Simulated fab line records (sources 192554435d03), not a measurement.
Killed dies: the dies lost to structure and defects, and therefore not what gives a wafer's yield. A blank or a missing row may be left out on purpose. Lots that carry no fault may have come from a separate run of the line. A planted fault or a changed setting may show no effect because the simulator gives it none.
The tool behind it: which one? / flow n5-finfet / Sampling: 24 lots, 72 wafers, 6 of 1938 route steps

== WHAT THE GAUGES READ, wafer by wafer ==
N5_BEOL_M5_CD_MEAS_11: the cd target is 27.74 nm. Usual: cd-nm at 27.94 nm, with a standard deviation of 0.25.
lot=L074; measured=day 7 16:12; on=cd-sem-01; cd-nm (nm)=27.86 28.00 27.91; flag=
lot=L075; measured=day 8 06:24; on=cd-sem-01; cd-nm (nm)=27.94 27.29 28.06; flag=
lot=L077; measured=day 8 08:59; on=cd-sem-01; cd-nm (nm)=28.26 27.69 27.92; flag=
lot=L078; measured=day 8 23:10; on=cd-sem-03; cd-nm (nm)=27.97 27.86 27.74; flag=
lot=L076; measured=day 9 04:54; on=cd-sem-01; cd-nm (nm)=28.58 28.32 27.55; flag=
lot=L080; measured=day 9 14:16; on=cd-sem-03; cd-nm (nm)=27.48 28.15 27.96; flag=
lot=L079; measured=day 9 16:20; on=cd-sem-01; cd-nm (nm)=27.95 28.44 28.23; flag=
lot=L081; measured=day 10 11:24; on=cd-sem-01; cd-nm (nm)=28.32 27.68 27.64; flag=
lot=L084; measured=day 10 17:12; on=cd-sem-02; cd-nm (nm)=28.08 27.95 27.75; flag=
lot=L083; measured=day 10 18:16; on=cd-sem-02; cd-nm (nm)=28.03 27.85 27.84; flag=
lot=L085; measured=day 10 20:49; on=cd-sem-02; cd-nm (nm)=27.55 27.73 28.09; flag=
lot=L082; measured=day 10 20:52; on=cd-sem-03; cd-nm (nm)=28.21 28.06 28.07; flag=
lot=L086; measured=day 11 10:47; on=cd-sem-01; cd-nm (nm)=27.93 28.16 27.48; flag=
lot=L088; measured=day 11 16:26; on=cd-sem-01; cd-nm (nm)=27.88 27.90 28.14; flag=
lot=L087; measured=day 11 16:43; on=cd-sem-01; cd-nm (nm)=27.96 27.58 28.09; flag=
lot=L089; measured=day 11 22:44; on=cd-sem-02; cd-nm (nm)=27.81 27.30 28.00; flag=
lot=L090; measured=day 12 07:36; on=cd-sem-01; cd-nm (nm)=27.99 28.24 27.74; flag=
lot=L092; measured=day 12 19:20; on=cd-sem-02; cd-nm (nm)=27.70 27.70 27.71; flag=
lot=L091; measured=day 12 21:52; on=cd-sem-02; cd-nm (nm)=27.94 28.56 27.82; flag=
lot=L094; measured=day 13 01:34; on=cd-sem-03; cd-nm (nm)=27.84 27.76 28.04; flag=
lot=L093; measured=day 13 01:46; on=cd-sem-03; cd-nm (nm)=28.01 27.72 27.76; flag=
lot=L095; measured=day 13 14:42; on=cd-sem-01; cd-nm (nm)=28.23 27.87 28.14; flag=
lot=L096; measured=day 13 18:10; on=cd-sem-01; cd-nm (nm)=27.49 27.59 27.84; flag=
lot=L097; measured=day 13 22:07; on=cd-sem-03; cd-nm (nm)=28.09 28.34 28.24; flag=

N5_BEOL_M5_OVL_MEAS_12. Usual: for M5_OVL the level is -0.1 nm and the standard deviation is 0.71.
lot=L074; measured=day 7 16:14; on=overlay-01; M5_OVL (nm)=0.0 0.5 0.4; flag=
lot=L075; measured=day 8 06:26; on=overlay-02; M5_OVL (nm)=0.3 0.2 -0.2; flag=
lot=L077; measured=day 8 09:01; on=overlay-02; M5_OVL (nm)=-2.1 0.3 -0.7; flag=
lot=L078; measured=day 8 23:11; on=overlay-01; M5_OVL (nm)=0.5 0.5 -0.6; flag=
lot=L076; measured=day 9 04:56; on=overlay-01; M5_OVL (nm)=0.1 -0.8 -1.6; flag=
lot=L080; measured=day 9 14:18; on=overlay-01; M5_OVL (nm)=0.4 -0.5 0.7; flag=
lot=L079; measured=day 9 16:22; on=overlay-01; M5_OVL (nm)=0.4 0.6 1.0; flag=
lot=L081; measured=day 10 11:26; on=overlay-02; M5_OVL (nm)=-0.5 0.8 0.6; flag=
lot=L084; measured=day 10 17:14; on=overlay-01; M5_OVL (nm)=-0.3 0.1 -0.2; flag=
lot=L083; measured=day 10 18:18; on=overlay-01; M5_OVL (nm)=-0.2 0.4 0.6; flag=
lot=L085; measured=day 10 20:51; on=overlay-02; M5_OVL (nm)=-0.3 0.6 0.0; flag=
lot=L082; measured=day 10 20:55; on=overlay-02; M5_OVL (nm)=-1.3 -0.9 -0.9; flag=
lot=L086; measured=day 11 10:49; on=overlay-01; M5_OVL (nm)=-0.5 -0.7 -0.3; flag=
lot=L088; measured=day 11 16:29; on=overlay-01; M5_OVL (nm)=1.0 0.2 0.8; flag=
lot=L087; measured=day 11 16:45; on=overlay-02; M5_OVL (nm)=-0.2 0.0 0.0; flag=
lot=L089; measured=day 11 22:46; on=overlay-02; M5_OVL (nm)=-1.0 -0.3 0.0; flag=
lot=L090; measured=day 12 07:38; on=overlay-01; M5_OVL (nm)=0.8 0.4 0.8; flag=
lot=L092; measured=day 12 19:22; on=overlay-02; M5_OVL (nm)=-0.4 -2.1 -0.3; flag=
lot=L091; measured=day 12 21:54; on=overlay-01; M5_OVL (nm)=-1.2 -0.4 -0.8; flag=
lot=L094; measured=day 13 01:36; on=overlay-02; M5_OVL (nm)=-0.2 -0.7 0.3; flag=
lot=L093; measured=day 13 01:48; on=overlay-02; M5_OVL (nm)=-0.3 -0.4 0.0; flag=
lot=L095; measured=day 13 14:44; on=overlay-02; M5_OVL (nm)=1.0 1.1 -0.2; flag=
lot=L096; measured=day 13 18:12; on=overlay-01; M5_OVL (nm)=0.4 0.4 0.3; flag=
lot=L097; measured=day 13 22:08; on=overlay-02; M5_OVL (nm)=0.2 -0.4 0.2; flag=

N5_BEOL_M5_CD_MEAS_18: pitch 56 nm, target cd 28 nm. Usual: cd-nm at 27.98 nm, with a standard deviation of 0.28.
lot=L074; measured=day 7 16:45; on=cd-sem-03; cd-nm (nm)=28.03 28.07 28.31; flag=
lot=L075; measured=day 8 07:07; on=cd-sem-01; cd-nm (nm)=27.97 27.26 27.69; flag=
lot=L077; measured=day 8 09:32; on=cd-sem-01; cd-nm (nm)=27.86 28.04 27.34; flag=
lot=L078; measured=day 8 23:43; on=cd-sem-03; cd-nm (nm)=28.00 28.10 27.72; flag=
lot=L076; measured=day 9 06:05; on=cd-sem-03; cd-nm (nm)=28.25 27.90 28.20; flag=
lot=L080; measured=day 9 14:51; on=cd-sem-01; cd-nm (nm)=27.87 28.17 27.78; flag=
lot=L079; measured=day 9 17:04; on=cd-sem-03; cd-nm (nm)=28.18 28.22 28.07; flag=
lot=L081; measured=day 10 11:57; on=cd-sem-01; cd-nm (nm)=28.01 27.96 28.08; flag=
lot=L084; measured=day 10 17:45; on=cd-sem-03; cd-nm (nm)=27.99 28.08 28.03; flag=
lot=L083; measured=day 10 18:49; on=cd-sem-02; cd-nm (nm)=28.14 27.73 28.03; flag=
lot=L085; measured=day 10 21:32; on=cd-sem-03; cd-nm (nm)=27.93 27.94 28.14; flag=
lot=L082; measured=day 10 21:32; on=cd-sem-01; cd-nm (nm)=28.03 28.52 27.85; flag=
lot=L086; measured=day 11 11:25; on=cd-sem-03; cd-nm (nm)=28.03 27.87 27.80; flag=
lot=L088; measured=day 11 16:59; on=cd-sem-03; cd-nm (nm)=27.98 28.23 27.57; flag=
lot=L087; measured=day 11 17:16; on=cd-sem-01; cd-nm (nm)=28.20 28.14 28.05; flag=
lot=L089; measured=day 11 23:17; on=cd-sem-01; cd-nm (nm)=27.96 27.86 27.60; flag=
lot=L090; measured=day 12 08:19; on=cd-sem-03; cd-nm (nm)=27.54 27.94 28.18; flag=
lot=L092; measured=day 12 19:58; on=cd-sem-01; cd-nm (nm)=28.19 27.56 27.80; flag=
lot=L091; measured=day 12 22:34; on=cd-sem-03; cd-nm (nm)=28.20 28.90 28.20; flag=
lot=L094; measured=day 13 02:10; on=cd-sem-02; cd-nm (nm)=28.26 27.80 27.87; flag=
lot=L093; measured=day 13 02:21; on=cd-sem-02; cd-nm (nm)=28.08 27.78 27.94; flag=
lot=L095; measured=day 13 15:34; on=cd-sem-02; cd-nm (nm)=28.06 27.90 28.37; flag=
lot=L096; measured=day 13 18:52; on=cd-sem-01; cd-nm (nm)=28.34 28.04 28.16; flag=
lot=L097; measured=day 13 23:16; on=cd-sem-01; cd-nm (nm)=28.15 27.82 27.75; flag=

N5_BEOL_M6_THK_MEAS_01. Usual: for M6_ILD_THK the level is 154.0 nm and the standard deviation is 1.8.
lot=L074; measured=day 8 01:04; on=film-metro-02; M6_ILD_THK (nm)=151.0 153.0 155.6; flag=
lot=L075; measured=day 9 08:42; on=film-metro-01; M6_ILD_THK (nm)=152.2 153.4 155.0; flag=
lot=L077; measured=day 8 17:48; on=film-metro-01; M6_ILD_THK (nm)=152.6 157.0 154.2; flag=
lot=L078; measured=day 9 09:49; on=film-metro-01; M6_ILD_THK (nm)=153.9 153.8 152.6; flag=
lot=L076; measured=day 9 14:50; on=film-metro-01; M6_ILD_THK (nm)=153.1 154.4 155.7; flag=
lot=L080; measured=day 9 23:40; on=film-metro-01; M6_ILD_THK (nm)=151.9 150.9 153.1; flag=
lot=L079; measured=day 10 04:24; on=film-metro-02; M6_ILD_THK (nm)=151.1 153.7 153.4; flag=
lot=L081; measured=day 10 23:06; on=film-metro-01; M6_ILD_THK (nm)=155.2 156.0 155.9; flag=
lot=L084; measured=day 11 03:52; on=film-metro-02; M6_ILD_THK (nm)=155.1 153.2 156.3; flag=
lot=L083; measured=day 11 03:52; on=film-metro-01; M6_ILD_THK (nm)=154.1 153.5 156.8; flag=
lot=L085; measured=day 11 08:56; on=film-metro-02; M6_ILD_THK (nm)=152.2 155.3 154.7; flag=
lot=L082; measured=day 11 08:37; on=film-metro-02; M6_ILD_THK (nm)=154.4 155.0 155.5; flag=
lot=L086; measured=day 11 20:17; on=film-metro-02; M6_ILD_THK (nm)=151.9 155.9 155.6; flag=
lot=L088; measured=day 12 02:34; on=film-metro-02; M6_ILD_THK (nm)=155.5 158.3 159.1; flag=
lot=L087; measured=day 12 03:20; on=film-metro-02; M6_ILD_THK (nm)=155.0 153.3 157.1; flag=
lot=L089; measured=day 12 08:05; on=film-metro-01; M6_ILD_THK (nm)=153.8 152.6 155.2; flag=
lot=L090; measured=day 12 17:25; on=film-metro-02; M6_ILD_THK (nm)=153.9 151.4 154.4; flag=
lot=L092; measured=day 13 05:11; on=film-metro-01; M6_ILD_THK (nm)=152.2 154.6 153.0; flag=
lot=L091; measured=day 13 08:04; on=film-metro-02; M6_ILD_THK (nm)=151.1 151.2 153.2; flag=
lot=L094; measured=day 13 12:16; on=film-metro-01; M6_ILD_THK (nm)=151.1 150.4 152.2; flag=
lot=L093; measured=day 13 12:10; on=film-metro-02; M6_ILD_THK (nm)=152.0 153.9 155.5; flag=
lot=L095; measured=day 14 01:20; on=film-metro-01; M6_ILD_THK (nm)=153.9 156.8 157.0; flag=
lot=L096; measured=day 14 04:35; on=film-metro-01; M6_ILD_THK (nm)=152.8 150.3 154.1; flag=
lot=L097; measured=day 14 08:08; on=film-metro-01; M6_ILD_THK (nm)=153.1 152.7 155.1; flag=

== EACH LOT AND THE TOOL THAT RAN IT (in order: tool; ch and the chambers of the sampled wafers; start) ==
lot=L074; N5_BEOL_M5_STRIP_64=rie-diel-05 ch 1,2,3, day 7 16:32; N5_BEOL_M5_ETCH_68=rie-diel-05 ch 1,2,3, day 7 17:16
lot=L075; N5_BEOL_M5_STRIP_64=rie-diel-06 ch 0,3, day 8 06:43; N5_BEOL_M5_ETCH_68=rie-diel-05 ch 0,1, day 8 07:52
lot=L077; N5_BEOL_M5_STRIP_64=rie-diel-02 ch 0,2, day 8 09:19; N5_BEOL_M5_ETCH_68=rie-diel-02 ch 2,3, day 8 10:07
lot=L078; N5_BEOL_M5_STRIP_64=rie-diel-02 ch 0,1,3, day 8 23:29; N5_BEOL_M5_ETCH_68=rie-diel-02 ch 0,1,3, day 9 01:52
lot=L076; N5_BEOL_M5_STRIP_64=rie-diel-02 ch 0,3, day 9 05:50; N5_BEOL_M5_ETCH_68=rie-diel-02 ch 0,3, day 9 06:53
lot=L080; N5_BEOL_M5_STRIP_64=rie-diel-02 ch 1,3, day 9 14:36; N5_BEOL_M5_ETCH_68=rie-diel-05 ch 1,3, day 9 15:37
lot=L079; N5_BEOL_M5_STRIP_64=rie-diel-02 ch 0,1, day 9 16:44; N5_BEOL_M5_ETCH_68=rie-diel-06 ch 0,1,3, day 9 18:53
lot=L081; N5_BEOL_M5_STRIP_64=rie-diel-05 ch 0,2,3, day 10 11:44; N5_BEOL_M5_ETCH_68=rie-diel-06 ch 0,1,3, day 10 13:58
lot=L084; N5_BEOL_M5_STRIP_64=rie-diel-02 ch 1,2, day 10 17:32; N5_BEOL_M5_ETCH_68=rie-diel-02 ch 0,1,3, day 10 20:08
lot=L083; N5_BEOL_M5_STRIP_64=rie-diel-05 ch 1,2, day 10 18:36; N5_BEOL_M5_ETCH_68=rie-diel-06 ch 1,2, day 10 19:55
lot=L085; N5_BEOL_M5_STRIP_64=rie-diel-05 ch 0,2,3, day 10 21:13; N5_BEOL_M5_ETCH_68=rie-diel-06 ch 0,1,2, day 11 00:23
lot=L082; N5_BEOL_M5_STRIP_64=rie-diel-06 ch 0,2,3, day 10 21:19; N5_BEOL_M5_ETCH_68=rie-diel-06 ch 0,1,2, day 11 00:52
lot=L086; N5_BEOL_M5_STRIP_64=rie-diel-06 ch 0,2, day 11 11:07; N5_BEOL_M5_ETCH_68=rie-diel-05 ch 0,1, day 11 12:04
lot=L088; N5_BEOL_M5_STRIP_64=rie-diel-06 ch 0,1,3, day 11 16:46; N5_BEOL_M5_ETCH_68=rie-diel-05 ch 2,3, day 11 18:13
lot=L087; N5_BEOL_M5_STRIP_64=rie-diel-06 ch 0,1,3, day 11 17:02; N5_BEOL_M5_ETCH_68=rie-diel-06 ch 0,1,3, day 11 18:45
lot=L089; N5_BEOL_M5_STRIP_64=rie-diel-02 ch 0,1,3, day 11 23:04; N5_BEOL_M5_ETCH_68=rie-diel-05 ch 1,2,3, day 12 00:13
lot=L090; N5_BEOL_M5_STRIP_64=rie-diel-05 ch 0,1,2, day 12 07:59; N5_BEOL_M5_ETCH_68=rie-diel-05 ch 0,1,2, day 12 09:02
lot=L092; N5_BEOL_M5_STRIP_64=rie-diel-05 ch 0,2, day 12 19:40; N5_BEOL_M5_ETCH_68=rie-diel-02 ch 0,3, day 12 20:53
lot=L091; N5_BEOL_M5_STRIP_64=rie-diel-02 ch 0,1,3, day 12 22:20; N5_BEOL_M5_ETCH_68=rie-diel-05 ch 1,2, day 13 00:16
lot=L094; N5_BEOL_M5_STRIP_64=rie-diel-06 ch 1,2,3, day 13 01:56; N5_BEOL_M5_ETCH_68=rie-diel-05 ch 0,1,2, day 13 03:49
lot=L093; N5_BEOL_M5_STRIP_64=rie-diel-02 ch 0,1,2, day 13 02:07; N5_BEOL_M5_ETCH_68=rie-diel-06 ch 1,2, day 13 03:49
lot=L095; N5_BEOL_M5_STRIP_64=rie-diel-05 ch 0,1,2, day 13 15:07; N5_BEOL_M5_ETCH_68=rie-diel-02 ch 0,2,3, day 13 16:57
lot=L096; N5_BEOL_M5_STRIP_64=rie-diel-05 ch 0,1,3, day 13 18:32; N5_BEOL_M5_ETCH_68=rie-diel-05 ch 1,2,3, day 13 20:51
lot=L097; N5_BEOL_M5_STRIP_64=rie-diel-02 ch 0,2,3, day 13 22:57; N5_BEOL_M5_ETCH_68=rie-diel-02 ch 0,1,2, day 14 00:04
- N5_BEOL_M5_STRIP_64: strips in CF4.
- N5_BEOL_M5_ETCH_68: etches SOC in N2/H2, target depth 80 nm, overetch 16 nm, time 120 s.

== AS READ BY THE TOOLS THEMSELVES (means over the sampled wafers that have a number; for cases with no such wafer, the mark the record gives instead) ==
N5_BEOL_M5_STRIP_64. Usual: cf4-flow-sccm 149.9 sccm, standard deviation 0.46; drypump-motor-current-A 5.8 A, standard deviation 0.51; oes-product-au 0.80 a.u., standard deviation 0.075; rf-vpp-V 271.6 V, standard deviation 1.5; showerhead-plenum-p-Torr 1.81 Torr, standard deviation 0.062; throttle-valve-pct 13.56 %, standard deviation 0.25.
lot=L074; tool=rie-diel-05; cf4-flow-sccm (sccm)=150.1; drypump-motor-current-A (A)=5.7; oes-product-au (a.u.)=0.72; rf-vpp-V (V)=271.1; showerhead-plenum-p-Torr (Torr)=1.78; throttle-valve-pct (%)=13.85; flag=
lot=L075; tool=rie-diel-06; cf4-flow-sccm (sccm)=149.5; drypump-motor-current-A (A)=6.2; oes-product-au (a.u.)=0.83; rf-vpp-V (V)=270.2; showerhead-plenum-p-Torr (Torr)=1.77; throttle-valve-pct (%)=13.42; flag=
lot=L077; tool=rie-diel-02; cf4-flow-sccm (sccm)=150.1; drypump-motor-current-A (A)=5.1; oes-product-au (a.u.)=0.88; rf-vpp-V (V)=273.6; showerhead-plenum-p-Torr (Torr)=1.85; throttle-valve-pct (%)=13.58; flag=
lot=L078; tool=rie-diel-02; cf4-flow-sccm (sccm)=149.7; drypump-motor-current-A (A)=5.8; oes-product-au (a.u.)=0.86; rf-vpp-V (V)=273.0; showerhead-plenum-p-Torr (Torr)=1.87; throttle-valve-pct (%)=13.51; flag=
lot=L076; tool=rie-diel-02; cf4-flow-sccm (sccm)=149.6; drypump-motor-current-A (A)=5.6; oes-product-au (a.u.)=0.90; rf-vpp-V (V)=272.1; showerhead-plenum-p-Torr (Torr)=1.88; throttle-valve-pct (%)=13.51; flag=
lot=L080; tool=rie-diel-02; cf4-flow-sccm (sccm)=149.9; drypump-motor-current-A (A)=6.2; oes-product-au (a.u.)=0.85; rf-vpp-V (V)=272.1; showerhead-plenum-p-Torr (Torr)=1.84; throttle-valve-pct (%)=13.36; flag=
lot=L079; tool=rie-diel-02; cf4-flow-sccm (sccm)=149.5; drypump-motor-current-A (A)=5.3; oes-product-au (a.u.)=0.83; rf-vpp-V (V)=273.1; showerhead-plenum-p-Torr (Torr)=1.89; throttle-valve-pct (%)=13.69; flag=
lot=L081; tool=rie-diel-05; cf4-flow-sccm (sccm)=150.2; drypump-motor-current-A (A)=5.6; oes-product-au (a.u.)=0.85; rf-vpp-V (V)=271.8; showerhead-plenum-p-Torr (Torr)=1.82; throttle-valve-pct (%)=13.48; flag=
lot=L084; tool=rie-diel-02; cf4-flow-sccm (sccm)=149.5; drypump-motor-current-A (A)=5.4; oes-product-au (a.u.)=0.75; rf-vpp-V (V)=271.7; showerhead-plenum-p-Torr (Torr)=1.82; throttle-valve-pct (%)=13.63; flag=
lot=L083; tool=rie-diel-05; cf4-flow-sccm (sccm)=149.8; drypump-motor-current-A (A)=5.5; oes-product-au (a.u.)=0.72; rf-vpp-V (V)=270.9; showerhead-plenum-p-Torr (Torr)=1.80; throttle-valve-pct (%)=13.89; flag=
lot=L085; tool=rie-diel-05; cf4-flow-sccm (sccm)=150.0; drypump-motor-current-A (A)=5.6; oes-product-au (a.u.)=0.84; rf-vpp-V (V)=271.8; showerhead-plenum-p-Torr (Torr)=1.82; throttle-valve-pct (%)=13.49; flag=
lot=L082; tool=rie-diel-06; cf4-flow-sccm (sccm)=150.0; drypump-motor-current-A (A)=6.2; oes-product-au (a.u.)=0.79; rf-vpp-V (V)=271.4; showerhead-plenum-p-Torr (Torr)=1.78; throttle-valve-pct (%)=13.54; flag=
lot=L086; tool=rie-diel-06; cf4-flow-sccm (sccm)=150.3; drypump-motor-current-A (A)=6.0; oes-product-au (a.u.)=0.79; rf-vpp-V (V)=271.0; showerhead-plenum-p-Torr (Torr)=1.81; throttle-valve-pct (%)=13.43; flag=
lot=L088; tool=rie-diel-06; cf4-flow-sccm (sccm)=149.7; drypump-motor-current-A (A)=5.9; oes-product-au (a.u.)=0.78; rf-vpp-V (V)=269.9; showerhead-plenum-p-Torr (Torr)=1.76; throttle-valve-pct (%)=13.49; flag=
lot=L087; tool=rie-diel-06; cf4-flow-sccm (sccm)=150.2; drypump-motor-current-A (A)=5.9; oes-product-au (a.u.)=0.78; rf-vpp-V (V)=270.2; showerhead-plenum-p-Torr (Torr)=1.76; throttle-valve-pct (%)=13.50; flag=
lot=L089; tool=rie-diel-02; cf4-flow-sccm (sccm)=150.1; drypump-motor-current-A (A)=5.8; oes-product-au (a.u.)=0.81; rf-vpp-V (V)=273.8; showerhead-plenum-p-Torr (Torr)=1.86; throttle-valve-pct (%)=13.57; flag=
lot=L090; tool=rie-diel-05; cf4-flow-sccm (sccm)=150.0; drypump-motor-current-A (A)=5.7; oes-product-au (a.u.)=0.78; rf-vpp-V (V)=271.4; showerhead-plenum-p-Torr (Torr)=1.79; throttle-valve-pct (%)=13.64; flag=
lot=L092; tool=rie-diel-05; cf4-flow-sccm (sccm)=150.3; drypump-motor-current-A (A)=5.5; oes-product-au (a.u.)=0.77; rf-vpp-V (V)=271.1; showerhead-plenum-p-Torr (Torr)=1.77; throttle-valve-pct (%)=13.70; flag=
lot=L091; tool=rie-diel-02; cf4-flow-sccm (sccm)=149.9; drypump-motor-current-A (A)=5.7; oes-product-au (a.u.)=0.81; rf-vpp-V (V)=272.7; showerhead-plenum-p-Torr (Torr)=1.86; throttle-valve-pct (%)=13.58; flag=
lot=L094; tool=rie-diel-06; cf4-flow-sccm (sccm)=150.1; drypump-motor-current-A (A)=6.2; oes-product-au (a.u.)=0.75; rf-vpp-V (V)=269.5; showerhead-plenum-p-Torr (Torr)=1.75; throttle-valve-pct (%)=13.69; flag=
lot=L093; tool=rie-diel-02; cf4-flow-sccm (sccm)=149.8; drypump-motor-current-A (A)=5.2; oes-product-au (a.u.)=0.78; rf-vpp-V (V)=271.1; showerhead-plenum-p-Torr (Torr)=1.83; throttle-valve-pct (%)=13.66; flag=
lot=L095; tool=rie-diel-05; cf4-flow-sccm (sccm)=149.5; drypump-motor-current-A (A)=5.6; oes-product-au (a.u.)=0.77; rf-vpp-V (V)=270.9; showerhead-plenum-p-Torr (Torr)=1.79; throttle-valve-pct (%)=13.66; flag=
lot=L096; tool=rie-diel-05; cf4-flow-sccm (sccm)=149.7; drypump-motor-current-A (A)=5.7; oes-product-au (a.u.)=0.82; rf-vpp-V (V)=272.9; showerhead-plenum-p-Torr (Torr)=1.84; throttle-valve-pct (%)=13.48; flag=
lot=L097; tool=rie-diel-02; cf4-flow-sccm (sccm)=149.9; drypump-motor-current-A (A)=5.6; oes-product-au (a.u.)=0.82; rf-vpp-V (V)=271.2; showerhead-plenum-p-Torr (Torr)=1.81; throttle-valve-pct (%)=13.51; flag=

N5_BEOL_M5_ETCH_68. Usual: bias-w 150.0 W, standard deviation 0.49; drypump-motor-current-A 5.8 A, standard deviation 0.48; oes-product-au 0.61 a.u., standard deviation 0.059; rf-vpp-V 524.5 V, standard deviation 2.6; showerhead-plenum-p-Torr 2.57 Torr, standard deviation 0.09; throttle-valve-pct 17.88 %, standard deviation 0.27.
lot=L074; tool=rie-diel-05; bias-w (W)=150.1; drypump-motor-current-A (A)=5.7; oes-product-au (a.u.)=0.56; rf-vpp-V (V)=523.1; showerhead-plenum-p-Torr (Torr)=2.53; throttle-valve-pct (%)=18.15; flag=
lot=L075; tool=rie-diel-05; bias-w (W)=150.4; drypump-motor-current-A (A)=5.7; oes-product-au (a.u.)=0.70; rf-vpp-V (V)=523.8; showerhead-plenum-p-Torr (Torr)=2.55; throttle-valve-pct (%)=17.67; flag=
lot=L077; tool=rie-diel-02; bias-w (W)=150.3; drypump-motor-current-A (A)=6.1; oes-product-au (a.u.)=0.68; rf-vpp-V (V)=524.2; showerhead-plenum-p-Torr (Torr)=2.56; throttle-valve-pct (%)=17.48; flag=
lot=L078; tool=rie-diel-02; bias-w (W)=149.8; drypump-motor-current-A (A)=5.7; oes-product-au (a.u.)=0.66; rf-vpp-V (V)=526.5; showerhead-plenum-p-Torr (Torr)=2.65; throttle-valve-pct (%)=17.80; flag=
lot=L076; tool=rie-diel-02; bias-w (W)=150.2; drypump-motor-current-A (A)=5.6; oes-product-au (a.u.)=0.69; rf-vpp-V (V)=526.6; showerhead-plenum-p-Torr (Torr)=2.67; throttle-valve-pct (%)=17.79; flag=
lot=L080; tool=rie-diel-05; bias-w (W)=149.7; drypump-motor-current-A (A)=5.9; oes-product-au (a.u.)=0.63; rf-vpp-V (V)=527.7; showerhead-plenum-p-Torr (Torr)=2.66; throttle-valve-pct (%)=17.99; flag=
lot=L079; tool=rie-diel-06; bias-w (W)=150.4; drypump-motor-current-A (A)=5.9; oes-product-au (a.u.)=0.62; rf-vpp-V (V)=521.8; showerhead-plenum-p-Torr (Torr)=2.50; throttle-valve-pct (%)=17.76; flag=
lot=L081; tool=rie-diel-06; bias-w (W)=149.8; drypump-motor-current-A (A)=6.0; oes-product-au (a.u.)=0.61; rf-vpp-V (V)=522.5; showerhead-plenum-p-Torr (Torr)=2.49; throttle-valve-pct (%)=17.76; flag=
lot=L084; tool=rie-diel-02; bias-w (W)=149.9; drypump-motor-current-A (A)=5.7; oes-product-au (a.u.)=0.64; rf-vpp-V (V)=526.9; showerhead-plenum-p-Torr (Torr)=2.65; throttle-valve-pct (%)=17.84; flag=
lot=L083; tool=rie-diel-06; bias-w (W)=150.4; drypump-motor-current-A (A)=5.8; oes-product-au (a.u.)=0.57; rf-vpp-V (V)=521.5; showerhead-plenum-p-Torr (Torr)=2.46; throttle-valve-pct (%)=17.88; flag=
lot=L085; tool=rie-diel-06; bias-w (W)=150.1; drypump-motor-current-A (A)=5.9; oes-product-au (a.u.)=0.58; rf-vpp-V (V)=523.6; showerhead-plenum-p-Torr (Torr)=2.51; throttle-valve-pct (%)=17.76; flag=
lot=L082; tool=rie-diel-06; bias-w (W)=149.7; drypump-motor-current-A (A)=5.9; oes-product-au (a.u.)=0.59; rf-vpp-V (V)=523.6; showerhead-plenum-p-Torr (Torr)=2.51; throttle-valve-pct (%)=17.78; flag=
lot=L086; tool=rie-diel-05; bias-w (W)=149.8; drypump-motor-current-A (A)=5.7; oes-product-au (a.u.)=0.65; rf-vpp-V (V)=523.0; showerhead-plenum-p-Torr (Torr)=2.54; throttle-valve-pct (%)=17.71; flag=
lot=L088; tool=rie-diel-05; bias-w (W)=150.5; drypump-motor-current-A (A)=5.5; oes-product-au (a.u.)=0.60; rf-vpp-V (V)=524.2; showerhead-plenum-p-Torr (Torr)=2.58; throttle-valve-pct (%)=18.10; flag=
lot=L087; tool=rie-diel-06; bias-w (W)=150.0; drypump-motor-current-A (A)=5.9; oes-product-au (a.u.)=0.60; rf-vpp-V (V)=523.4; showerhead-plenum-p-Torr (Torr)=2.49; throttle-valve-pct (%)=17.77; flag=
lot=L089; tool=rie-diel-05; bias-w (W)=150.0; drypump-motor-current-A (A)=5.7; oes-product-au (a.u.)=0.60; rf-vpp-V (V)=525.8; showerhead-plenum-p-Torr (Torr)=2.62; throttle-valve-pct (%)=18.06; flag=
lot=L090; tool=rie-diel-05; bias-w (W)=150.4; drypump-motor-current-A (A)=5.6; oes-product-au (a.u.)=0.60; rf-vpp-V (V)=523.9; showerhead-plenum-p-Torr (Torr)=2.55; throttle-valve-pct (%)=17.98; flag=
lot=L092; tool=rie-diel-02; bias-w (W)=149.6; drypump-motor-current-A (A)=5.6; oes-product-au (a.u.)=0.65; rf-vpp-V (V)=526.8; showerhead-plenum-p-Torr (Torr)=2.66; throttle-valve-pct (%)=17.85; flag=
lot=L091; tool=rie-diel-05; bias-w (W)=149.8; drypump-motor-current-A (A)=5.7; oes-product-au (a.u.)=0.55; rf-vpp-V (V)=524.4; showerhead-plenum-p-Torr (Torr)=2.59; throttle-valve-pct (%)=18.21; flag=
lot=L094; tool=rie-diel-05; bias-w (W)=149.8; drypump-motor-current-A (A)=5.6; oes-product-au (a.u.)=0.60; rf-vpp-V (V)=524.4; showerhead-plenum-p-Torr (Torr)=2.55; throttle-valve-pct (%)=17.99; flag=
lot=L093; tool=rie-diel-06; bias-w (W)=150.0; drypump-motor-current-A (A)=5.8; oes-product-au (a.u.)=0.56; rf-vpp-V (V)=522.0; showerhead-plenum-p-Torr (Torr)=2.45; throttle-valve-pct (%)=17.91; flag=
lot=L095; tool=rie-diel-02; bias-w (W)=150.0; drypump-motor-current-A (A)=5.6; oes-product-au (a.u.)=0.63; rf-vpp-V (V)=524.4; showerhead-plenum-p-Torr (Torr)=2.58; throttle-valve-pct (%)=17.74; flag=
lot=L096; tool=rie-diel-05; bias-w (W)=149.8; drypump-motor-current-A (A)=5.7; oes-product-au (a.u.)=0.59; rf-vpp-V (V)=525.2; showerhead-plenum-p-Torr (Torr)=2.61; throttle-valve-pct (%)=18.07; flag=
lot=L097; tool=rie-diel-02; bias-w (W)=149.7; drypump-motor-current-A (A)=5.2; oes-product-au (a.u.)=0.60; rf-vpp-V (V)=524.9; showerhead-plenum-p-Torr (Torr)=2.60; throttle-valve-pct (%)=17.97; flag=

== THE ANSWER, worked out from the rows above alone ==
Rule: a lot counts as off when the mean over its wafers that have a number is more than 3 standard deviations away from the usual mean. A lot without any number at a reading at which 4 lots or more have one is off too. Where the step has rows for the other lots, those lots are counted as sound. After the gauges, taken in route order, come the tools' own readings; for these a lot's mean is taken, as printed above. The first step at which some lot is off is used, and at that step the reading that is off furthest; a lot without a number counts as furthest.
No lot is off on any of the readings shown, so nothing can be concluded from this.

== WHAT THE SIMULATOR HAD PUT IN ==
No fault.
